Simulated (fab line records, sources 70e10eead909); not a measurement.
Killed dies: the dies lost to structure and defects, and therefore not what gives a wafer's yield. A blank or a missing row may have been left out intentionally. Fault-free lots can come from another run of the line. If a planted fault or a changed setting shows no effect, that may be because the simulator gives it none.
The tool behind it: which one? -- flow nand_harc -- 12 lots, 36 wafers sampled, at 6 steps of a route of 1302

== WHAT EACH GAUGE READ, for each wafer ==
NHARC_A_SGD_CUT_OVL_MEAS_10.
lot,measured,on,overlay_x_nm (nm),overlay_y_nm (nm)
L649,day 20 04:16,overlay-01,-2.1 -1.8 -1.6,1.1 1.8 0.9
L650,day 20 10:00,overlay-01,-2.2 -1.8 -2.0,-0.7 -0.2 -0.6
L652,day 20 16:40,overlay-01,0.8 0.6 0.5,-0.2 0.3 -0.7
L655,day 21 20:43,overlay-01,0.8 0.2 0.6,0.0 -0.4 0.6
L656,day 22 13:43,overlay-02,-0.6 -0.1 -0.4,1.3 0.7 0.6
L658,day 23 09:45,overlay-01,0.7 0.1 0.1,-2.0 -1.2 -0.7
L665,day 26 02:17,overlay-02,1.9 1.8 2.0,-0.8 -0.8 -0.8
L666,day 26 02:44,overlay-01,0.8 0.9 0.3,-1.4 -1.6 -1.7
L667,day 27 07:01,overlay-02,0.2 -0.5 -0.7,-0.1 0.1 -0.3
L668,day 27 13:18,overlay-01,0.1 -0.2 -0.1,-2.0 -2.0 -2.1
L669,day 28 10:47,overlay-02,-0.7 0.0 0.2,0.6 0.9 0.8
L671,day 28 17:04,overlay-01,-1.1 -0.8 -1.7,1.5 2.0 1.5

NHARC_A_SGD_CUT_INSPECT_11.
lot,measured,on,raw_defect_count
L649,day 20 04:18,defect_inspect-01,49 67 65
L650,day 20 10:02,defect_inspect-02,111 126 118
L652,day 20 16:42,defect_inspect-02,98 109 111
L655,day 21 20:46,defect_inspect-01,77 65 74
L656,day 22 13:46,defect_inspect-02,28 28 33
L658,day 23 09:47,defect_inspect-01,28 30 40
L665,day 26 02:20,defect_inspect-01,46 53 48
L666,day 26 02:46,defect_inspect-01,67 60 63
L667,day 27 07:04,defect_inspect-01,56 60 53
L668,day 27 13:20,defect_inspect-01,23 21 18
L669,day 28 10:49,defect_inspect-02,6 6 5
L671,day 28 17:07,defect_inspect-02,36 27 26

NHARC_A_SLIT_CD_MEAS_09: the cd target is 300 nm.
lot,measured,on,cd_nm (nm)
L649,day 20 16:13,cd_sem-01,298.7 299.0 298.4
L650,day 20 23:07,cd_sem-03,300.6 300.9 301.4
L652,day 21 06:38,cd_sem-02,299.3 300.5 300.4
L655,day 22 10:44,cd_sem-01,300.7 299.6 300.8
L656,day 23 02:51,cd_sem-01,300.0 299.7 299.7
L658,day 23 21:47,cd_sem-01,298.8 298.2 298.2
L665,day 26 15:57,cd_sem-03,298.7 299.4 299.6
L666,day 26 16:42,cd_sem-03,300.0 300.7 300.5
L667,day 27 19:05,cd_sem-02,300.6 300.8 300.8
L668,day 28 04:14,cd_sem-01,299.1 298.5 298.9
L669,day 28 23:33,cd_sem-01,300.2 299.8 300.6
L671,day 29 12:18,cd_sem-03,298.9 299.6 299.4

NHARC_A_SIN_REMOVE_INSPECT_04.
lot,measured,on,raw_defect_count
L649,day 21 05:22,defect_inspect-01,351 354 338
L650,day 21 12:06,defect_inspect-02,286 325 315
L652,day 21 19:46,defect_inspect-02,413 297 372
L655,day 22 23:46,defect_inspect-01,1267 1257 1402
L656,day 23 15:54,defect_inspect-01,1249 1256 1319
L658,day 24 10:49,defect_inspect-02,452 413 524
L665,day 27 05:05,defect_inspect-01,339 376 315
L666,day 27 05:05,defect_inspect-02,543 490 423
L667,day 28 08:14,defect_inspect-02,350 297 344
L668,day 28 19:32,defect_inspect-01,544 436 480
L669,day 29 12:40,defect_inspect-02,345 238 225
L671,day 30 02:40,defect_inspect-01,293 279 276

NHARC_END_SORT_01.
lot,measured,on,killed_at_array,killed_at_other,killed_at_periphery,killed_dies,killed_open,killed_short
L655,day 27 01:32,prober-01,158 145 158,0 0 1,2 2 1,160 147 160,3 3 5,3 2 0
L656,day 27 16:05,prober-01,139 152 116,0 2 1,8 4 11,147 158 128,5 2 6,2 2 2

== WHICH TOOL RAN EACH LOT (tool, then ch and the chambers of the sampled wafers, then the start) ==
lot,NHARC_A_SLIT_STRIP_18
L649,"rie_diel-02 ch 1,2,3, day 20 22:18"
L650,"rie_diel-02 ch 0,2, day 21 05:07"
L652,"rie_diel-12 ch 0,1,3, day 21 12:43"
L655,"rie_diel-12 ch 0,1, day 22 16:44"
L656,"rie_diel-12 ch 0,1, day 23 08:53"
L658,"rie_diel-03 ch 0,1,2, day 24 03:47"
L665,"rie_diel-02 ch 0,2,3, day 26 22:04"
L666,"rie_diel-03 ch 0,1, day 26 22:50"
L667,"rie_diel-12 ch 1,2,3, day 28 01:11"
L668,"rie_diel-02 ch 0,2,3, day 28 12:26"
L669,"rie_diel-12 ch 0,1,3, day 29 05:37"
L671,"rie_diel-02 ch 1,2,3, day 29 19:38"
- NHARC_A_SLIT_STRIP_18: strips in O2.

== WHAT THE TOOLS THEMSELVES READ (means of the sampled wafers that have a number; where no wafer has one, the mark that the record gives instead) ==
NHARC_A_SLIT_STRIP_18.
lot,tool,drypump_motor_current_A (A),o2_flow_sccm (sccm),oes_product_au (a.u.),rf_vpp_V (V),showerhead_plenum_p_Torr (Torr),throttle_valve_pct (%)
L649,rie_diel-02,5.1,500.1,0.988,56.3,3.38,17.035
L650,rie_diel-02,5.8,500.8,1.002,57.1,3.56,17.037
L652,rie_diel-12,6.1,501.9,1.003,58.2,3.54,17.033
L655,rie_diel-12,6.1,500.8,0.993,58.1,3.50,17.034
L656,rie_diel-12,6.3,500.0,0.998,58.3,3.60,17.030
L658,rie_diel-03,5.7,498.3,1.006,58.1,3.41,17.037
L665,rie_diel-02,5.5,498.7,1.001,56.9,3.52,17.043
L666,rie_diel-03,5.4,500.9,0.995,57.4,3.40,17.046
L667,rie_diel-12,5.9,500.0,0.990,59.0,3.55,17.033
L668,rie_diel-02,5.5,499.7,1.003,57.2,3.52,17.032
L669,rie_diel-12,6.1,501.1,0.993,58.2,3.54,17.038
L671,rie_diel-02,5.1,501.1,1.000,58.2,3.38,17.041

== THE ANSWER, worked out from the rows above alone ==
Rule: usual is defined by the lots themselves. The widest of any qualifying gaps counts: lots, ordered by their means at a reading, are off when they make up no more than a third of the lots, leave a main group of 4 or more, and stand apart from it by 3 or more times the standard deviation of that group's means. A main group whose means are all the same, to the digits that the tables above print for the reading, isn't used. A lot without any number at a reading at which 4 lots or more have one is off too. The other lots that the step has rows for count as sound. First the gauges in route order, then the tools' own readings, where a lot's mean is used as printed above. At the first step where some lot is off, the reading lying furthest off is the one used; lots without a number count as furthest.
Off: L655, L656, at NHARC_A_SIN_REMOVE_INSPECT_04 (raw_defect_count). The main group: mean 368, standard deviation 77.
A tool fits if, at a process step before that reading, it ran every lot that is off, and no sound lot after the first of them. Those tools and the gauges at NHARC_A_SIN_REMOVE_INSPECT_04 are tried in the same way. No candidate that was tried fits.

== WHAT THE SIMULATOR HAD PUT IN ==
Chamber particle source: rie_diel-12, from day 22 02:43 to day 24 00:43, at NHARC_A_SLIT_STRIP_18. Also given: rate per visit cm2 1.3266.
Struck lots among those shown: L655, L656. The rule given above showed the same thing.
